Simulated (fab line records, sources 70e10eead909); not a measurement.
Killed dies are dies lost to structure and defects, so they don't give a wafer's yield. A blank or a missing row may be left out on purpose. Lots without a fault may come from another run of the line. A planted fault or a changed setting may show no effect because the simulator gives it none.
Chamber matching | flow nand_harc | NHARC_P_M2_STRIP_18 on rie_diel-07: 4 sister chambers
The step strips in N2/H2. 4 wafers are shown with their chamber, then 8 later ones without.

WAFERS WITH THEIR CHAMBER
wafer  | chamber | drypump_motor_current_A (A)
L575.2 | 3       | 5.42
L575.6 | 2       | 6.02
L574.6 | 1       | 5.51
L578.1 | 0       | 5.88

WAFERS WITHOUT THEIR CHAMBER
wafer  | drypump_motor_current_A (A)
L578.4 | 5.54
L578.5 | 5.37
L584.1 | 5.43
L584.2 | 6.02
L584.5 | 5.43
L587.2 | 5.84
L587.4 | 5.52
L587.6 | 5.87

WHICH CHAMBER EACH WENT THROUGH
wafer  | from the rows above | in truth
L578.4 | 1                   | 1
L578.5 | 3                   | 3
L584.1 | 3                   | 3
L584.2 | 2                   | 2
L584.5 | 3                   | 3
L587.2 | 0                   | 0
L587.4 | 1                   | 1
L587.6 | 0                   | 0
Placed correctly: 8 of 8. Can't be placed from these rows: 0. Placed wrongly: 0.
How it was worked out, from the rows above alone: a wafer's distance from a chamber is the root of the sum, over the readings, of the square of ((its reading less the chamber's mean) divided by the reading's scatter). The wafer belongs to the nearest chamber; if the next one is less than 2 further off, it can't be placed. A chamber's mean is the mean of its shown wafers. The scatter: with one shown wafer a chamber, the root of the mean of the squares of how far each hidden wafer lies from its nearest shown one.
